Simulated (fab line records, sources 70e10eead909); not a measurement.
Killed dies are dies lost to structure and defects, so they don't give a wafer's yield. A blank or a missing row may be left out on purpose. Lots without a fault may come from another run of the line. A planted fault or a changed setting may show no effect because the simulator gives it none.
fab line records | flow nand_harc | part 2 of 2: steps 23 to 32 of 32
record lots=5 wafers=15 last_day=33
route steps=1302 shown A_CHANNEL_HOLE_D2@605 A_CHANNEL_FILL_D2@610 A_STAIRCASE@639
lots that met no fault: from a run of the same line without faults
start_h: hours from the record's first day to the start of the lot's first wafer shown | wait_h: hours since the lot's step before | " the same as in the row above | L1.1+2: a row that stands for several wafers | - no value, or no start given | * or withheld: withheld | < > ~ a bound
route shown NAME@n: a module of which the file shows steps, and the number in the route of the first | usual: mean/standard deviation of fault-free wafers | same: alike in all rows | chamber/n: place in a boat | sites: the reading at each site | _std_site: their standard deviation | _edge_site: outer sites' mean less inner sites' | radius_mm: how far each site lies from the wafer's centre | mask NAME#n: copy n | behind: the tool/chamber that last shaped the wafer | hold: why the lot was held/for how many hours/how that ended | device: the transistor (n, p or np) that didn't switch | end of line: the same wafers' tests at the end of the route | a step without rows: its recipe alone | killed: dies lost to structure and defects at the first sort, not the wafer's yield | map: a wafer's dies, x killed, . not, _ none there
set.NAME: the setting as run; set.NAME@STEP: as run at that earlier step | model.NAME: the simulator's own value behind a step, which no gauge read
lots at some steps of the route; a table a step, a row a wafer
services: from which hour (start_h, from the record's first day; less than 0 if before it) a tool's chamber was out of use, for how many hours, and why
## steps
# step NHARC_A_CHANNEL_FILL_D2_ETCHBACK_08
# recipe target_depth_a=2200 time_s=110 c4f8_flow_sccm=20 ar_flow_sccm=withheld rf_w=600 bias_w=300 chemistry=C4F8
# usual chamber_pressure_mTorr=25.004/0.024 oes_product_au=0.97/0.033 rf_fwd_power_W=596.2/2 rf_vpp_V=441/3.5
# columns lot.wafer tool chamber start_h wait_h chamber_pressure_mTorr oes_product_au rf_fwd_power_W rf_hours_counter_h rf_vpp_V
L077.1 rie_diel-02 1 - - 25.019 0.93 597.7 3 437
L077.2 " 2 " " 24.991 1.00 596.7 3 445
L077.6 " 0 " " 25.036 1.00 594.7 - 436
L086.3 rie_diel-02 2 - - 24.985 0.99 597.9 1 446
L086.2 " 0 " " 25.008 0.99 593.1 1 436
L086.6 " 2 " " 25.016 1.00 598.3 - 445
L091.3 rie_diel-02 2 - - 25.008 1.00 597.2 3 445
L091.4 " 3 " " 24.976 0.99 600.4 3 446
L091.5 " 0 " " 24.964 1.00 595.3 - 438
L094.2 rie_diel-12 3 - - 25.005 0.92 600.0 3 438
L094.5 " 2 " " 25.006 0.92 597.6 - 443
L094.6 " 3 " " 25.008 0.92 595.9 - 437
L093.3 rie_diel-11 0 - - 25.016 0.99 595.5 18 437
L093.2 " 1 " " 25.017 0.98 594.9 19 443
L093.6 " 0 " " 25.014 0.98 596.2 - 439
# step NHARC_A_CHANNEL_FILL_D2_STRIP_29
# recipe time_s=20 o2_flow_sccm=500 ar_flow_sccm=0 bias_w=0 chemistry=O2
# usual chamber_pressure_mTorr=59.99/0.057 drypump_motor_current_A=5.7/0.56 oes_product_au=0.999/0.0076 rf_vpp_V=57.9/0.94 showerhead_plenum_p_Torr=3.58/0.18 throttle_valve_pct=17.037/0.0099
# columns lot.wafer tool chamber start_h wait_h chamber_pressure_mTorr drypump_motor_current_A oes_product_au rf_hours_counter_h rf_vpp_V showerhead_plenum_p_Torr throttle_valve_pct
L077.2 rie_diel-02 2 - - 59.94 4.8 0.994 3 58.8 3.79 17.031
L077.1 " 3 " " 60.01 5.4 0.996 3 58.3 3.72 17.050
L077.6 " 1 " " 60.09 5.7 0.994 - 56.7 3.32 17.014
L086.3 rie_diel-02 0 - - 60.00 4.8 0.998 1 58.1 3.30 17.038
L086.2 " 1 " " 60.09 5.7 0.999 1 56.3 3.32 17.034
L086.6 " 0 " " 59.95 4.8 0.993 - 58.2 3.30 17.057
L091.3 rie_diel-02 1 - - 60.06 5.7 1.007 2 56.7 3.32 17.056
L091.4 " 3 " " 59.95 5.4 0.986 3 57.9 3.72 17.035
L091.5 " 1 " " 59.93 5.7 1.004 - 58.3 3.32 17.035
L094.2 rie_diel-12 2 - - 60.01 5.8 1.004 3 58.4 3.58 17.041
L094.6 " 1 " " 59.95 6.6 0.997 - 58.1 3.68 17.036
L094.5 " 2 " " 59.92 5.8 0.997 - 59.0 3.58 17.040
L093.2 rie_diel-11 1 - - 59.99 5.7 1.005 19 58.2 3.63 17.036
L093.3 " 2 " " 60.08 5.8 1.008 20 56.3 3.44 17.034
L093.6 " 1 " " 60.00 5.7 1.004 - 58.7 3.63 17.020
# step NHARC_A_CHANNEL_FILL_D2_PRECLEAN_30
# recipe time_s=30 chemistry=dHF
# columns lot.wafer tool chamber start_h wait_h
L077.2+6+1 wet_bench-05 4,6,7 382.61 -
L086.3+6+2 wet_bench-05 0,3,4 447.68 -
L091.3+4+5 wet_bench-05 3,6,7 499.28 -
L094.6+2+5 wet_bench-05 0,2,4 543.13 -
L093.3+6+2 wet_bench-06 6,1,2 544.23 -
# step NHARC_A_CHANNEL_FILL_D2_SRD_31
# columns lot.wafer tool chamber start_h wait_h
L077.2+6+1 wet_bench-05 4,6,7 382.63 0.0
L086.3+6+2 wet_bench-05 0,3,4 447.70 0.0
L091.3+4+5 wet_bench-05 3,6,7 499.30 0.0
L094.6+2+5 wet_bench-05 0,2,4 543.16 0.0
L093.3+6+2 wet_bench-06 6,1,2 544.26 0.0
# step NHARC_A_CHANNEL_FILL_D2_CVD_09
# recipe target_thk_a=1500 temp_c=620 pressure_mtorr=200 time_s=3000 material=poly-Si
# usual spike_tc_lower_C=620.2/1.9
# columns lot.wafer tool chamber start_h wait_h spike_tc_lower_C
L077.1 lpcvd_poly-01 0 384.96 2.3 621.6
L077.2 " 0 " " 621.0
L077.6 " 0 " " 623.3
L086.2 lpcvd_poly-03 0 449.98 2.3 620.0
L086.3 " 0 " " 618.1
L086.6 " 0 " " 620.2
L091.3 lpcvd_poly-02 0 501.60 2.3 619.0
L091.4 " 0 " " 619.0
L091.5 " 0 " " 620.8
L093.2 lpcvd_poly-03 0 545.69 1.4 620.0
L093.3 " 0 " " 617.3
L093.6 " 0 " " 619.3
L094.2 lpcvd_poly-03 0 545.69 2.5 619.9
L094.5 " 0 " " 619.0
L094.6 " 0 " " 620.5
# step NHARC_A_CHANNEL_FILL_D2_CMP_10
# recipe target_thk_nm=150
# usual motor_current_A=12.5/1.1 time_to_endpoint_s=14.2/2.2
# columns lot.wafer tool chamber start_h wait_h motor_current_A time_to_endpoint_s
L077.2 cmp-01 0 388.20 0.4 11.6 15.4
L077.1 " 1 " " 13.2 12.6
L077.6 " 0 " " 11.9 15.0
L086.3 cmp-01 2 453.15 0.4 11.4 12.0
L086.2 " 3 " " 14.7 12.7
L086.6 " 1 " " 12.2 13.0
L091.4 cmp-02 3 504.89 0.4 12.3 10.1
L091.3 " 0 " " 11.5 9.1
L091.5 " 1 " " 12.3 9.6
L093.2 cmp-01 0 548.87 0.4 11.5 16.1
L093.3 " 1 " " 12.3 13.6
L093.6 " 0 " " 12.6 18.0
L094.2 cmp-04 2 548.89 0.4 12.6 18.1
L094.5 " 1 " " 12.7 17.6
L094.6 " 2 " " 12.5 17.5
# step NHARC_A_CHANNEL_FILL_D2_SRD_12
# columns lot.wafer tool chamber start_h wait_h
L077.2+1+6 wet_bench-09 2,3,5 388.50 0.0
L086.6+2+3 wet_bench-06 3,5,6 453.42 0.0
L091.5+4+3 wet_bench-09 1,4,5 505.14 0.0
L093.2+3+6 wet_bench-09 6,0,3 549.16 0.0
L094.5+2+6 wet_bench-05 6,7,3 549.16 0.0
# step NHARC_A_CHANNEL_FILL_D2_RTA_24
# recipe temp_c=1000 time_s=5
# usual lamp_power_pct=30/4.3 lamp_zone_3_pct=30/4.3 wafer_temp_C_max=1004.1/0.8
# columns lot.wafer tool chamber start_h wait_h lamp_power_pct lamp_zone_3_pct wafer_temp_C_max
L077.1 rtp_anneal-02 0 388.61 0.0 34 34 1002.7
L077.2 " 0 " " 34 34 1003.5
L077.6 " 0 " " 34 34 1005.3
L086.2 rtp_anneal-02 0 453.57 0.1 34 34 1005.5
L086.3 " 0 " " 34 34 1006.0
L086.6 " 0 " " 34 34 1005.7
L091.3 rtp_anneal-01 0 505.32 0.1 25 26 1003.2
L091.4 " 0 " " 26 26 1004.2
L091.5 " 0 " " 26 25 1004.9
L093.2 rtp_anneal-02 0 549.31 0.1 34 34 1004.3
L093.3 " 0 " " 34 34 1004.0
L093.6 " 0 " " 34 34 1004.4
L094.2 rtp_anneal-01 0 549.31 0.1 25 25 1004.9
L094.5 " 0 " " 25 26 1004.5
L094.6 " 0 " " 26 25 1004.9
# step NHARC_A_CHANNEL_FILL_D2_INSPECT_13
# usual raw_defect_count=428/170
# columns lot.wafer tool chamber start_h wait_h raw_defect_count
L077.1 defect_inspect-01 - 388.81 0.2 312
L077.2 " - " " 298
L077.6 " - " " 327
L086.2 defect_inspect-02 - 453.74 0.1 470
L086.3 " - " " 425
L086.6 " - " " 648
L091.3 defect_inspect-01 - 505.46 0.1 274
L091.4 " - " " 196
L091.5 " - " " 246
L093.2 defect_inspect-01 - 549.48 0.1 503
L093.3 " - " " 756
L093.6 " - " " 356
L094.2 defect_inspect-02 - 549.48 0.1 282
L094.5 " - " " 279
L094.6 " - " " 265
# step NHARC_A_STAIRCASE_DEP_156
# recipe target_thk_a=500 temp_c=400 target_thk_nm=50 flow_sccm=200 rf_w=450 material=SiNx
# usual heater_power_w=727/84 rf_fwd_power_W=448.0/1.6
# columns lot.wafer tool chamber start_h wait_h heater_power_w rf_fwd_power_W since_wet_clean_h
L077.2 pecvd-01 0 388.88 0.1 706 446.6 65
L077.1 " 1 " " 772 447.2 65
L077.6 " 2 " " 560 446.8 -
L086.3 pecvd-01 1 453.81 0.1 797 448.0 130
L086.2 " 2 " " 645 448.2 130
L086.6 " 0 " " 677 451.2 -
L091.3 pecvd-01 0 505.53 0.1 660 449.7 1
L091.5 " 0 " " 646 448.0 -
L091.4 " 1 " " 645 448.0 -
L093.3 pecvd-01 1 549.55 0.1 744 449.1 45
L093.2 " 0 " " 711 447.1 45
L093.6 " 2 " " 530 446.3 -
L094.2 pecvd-04 0 549.55 0.1 756 449.3 86
L094.5 " 0 " " 741 447.1 -
L094.6 " 2 " " 720 449.7 -
## services
# columns tool chamber start_h hours kind
ald_hk-02 - 348.00 10.0 pm
rie_diel-12 3 348.06 6.7 repair
wet_bench-09 - 352.80 8.0 pm
wet_bench-06 - 369.66 8.0 pm
rie_diel-02 1 371.91 8.0 repair
rie_diel-12 - 375.51 0.6 repair
furnace-07 - 386.29 26.0 pm
lpcvd_poly-03 - 386.31 26.0 pm
ald_hk-03 - 390.00 10.0 pm
rie_diel-02 3 393.35 1.6 repair
rie_diel-02 - 393.70 9.0 pm
ald_hk-04 - 434.04 10.0 pm
rie_diel-12 1 436.61 1.8 repair
wet_bench-05 - 436.80 8.0 pm
rie_diel-02 0 437.14 7.1 repair
rie_diel-12 - 445.40 9.0 pm
ald_hk-03 - 484.09 0.6 repair
wet_bench-09 - 491.55 6.2 repair
rie_diel-12 0 521.91 13.5 repair
ald_hk-02 - 526.00 10.0 pm
wet_bench-09 - 528.80 8.0 pm
ald_sin_batch-01 - 530.99 26.0 pm
rie_diel-12 3 534.97 7.7 repair
wet_bench-06 - 545.66 8.0 pm
